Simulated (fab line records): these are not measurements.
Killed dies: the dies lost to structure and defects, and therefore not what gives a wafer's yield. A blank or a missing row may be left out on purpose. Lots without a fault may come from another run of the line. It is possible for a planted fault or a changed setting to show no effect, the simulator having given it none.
Matching of chambers || flow n5_finfet || rie_diel-01 running N5_BEOL_M3_ETCH_69: 4 sister chambers
The step etches SiARC in CF4, target depth 15.6 nm, time 26 s. 4 wafers are shown with their chamber, then 7 later ones without.

WAFERS PAIRED WITH THEIR CHAMBERS
{"wafer": "L093.3", "chamber": 1, "showerhead_plenum_p_Torr (Torr)": 2.16}
{"wafer": "L093.6", "chamber": 3, "showerhead_plenum_p_Torr (Torr)": 2.18}
{"wafer": "L095.1", "chamber": 2, "showerhead_plenum_p_Torr (Torr)": 2.08}
{"wafer": "L095.2", "chamber": 0, "showerhead_plenum_p_Torr (Torr)": 2.14}

WAFERS WHOSE CHAMBER IS MISSING
{"wafer": "L095.4", "showerhead_plenum_p_Torr (Torr)": 2.16}
{"wafer": "L096.2", "showerhead_plenum_p_Torr (Torr)": 2.16}
{"wafer": "L096.4", "showerhead_plenum_p_Torr (Torr)": 2.18}
{"wafer": "L096.5", "showerhead_plenum_p_Torr (Torr)": 2.18}
{"wafer": "L097.1", "showerhead_plenum_p_Torr (Torr)": 2.08}
{"wafer": "L097.2", "showerhead_plenum_p_Torr (Torr)": 2.13}
{"wafer": "L097.5", "showerhead_plenum_p_Torr (Torr)": 2.16}

WHICH CHAMBER EACH ONE RAN IN
{"wafer": "L095.4", "from the rows above": 1, "in truth": 1}
{"wafer": "L096.2", "from the rows above": 1, "in truth": 1}
{"wafer": "L096.4", "from the rows above": 3, "in truth": 3}
{"wafer": "L096.5", "from the rows above": 3, "in truth": 3}
{"wafer": "L097.1", "from the rows above": 2, "in truth": 2}
{"wafer": "L097.2", "from the rows above": 0, "in truth": 0}
{"wafer": "L097.5", "from the rows above": 1, "in truth": 1}
Correctly placed: 7 of 7. Number that these rows cannot place: 0. 0 placed wrongly.
How it was worked out, from the rows above alone: a wafer's distance from a chamber is the root of the sum, over the readings, of the square of ((its reading less the chamber's mean) divided by the reading's scatter). If the next closest chamber is less than 2 further off than the closest, the wafer can't be placed; otherwise it belongs to the closest. For every chamber, the mean is computed from those of its wafers that are shown. The scatter: root of mean squared gap, hidden wafer to nearest shown wafer, with one shown wafer a chamber.
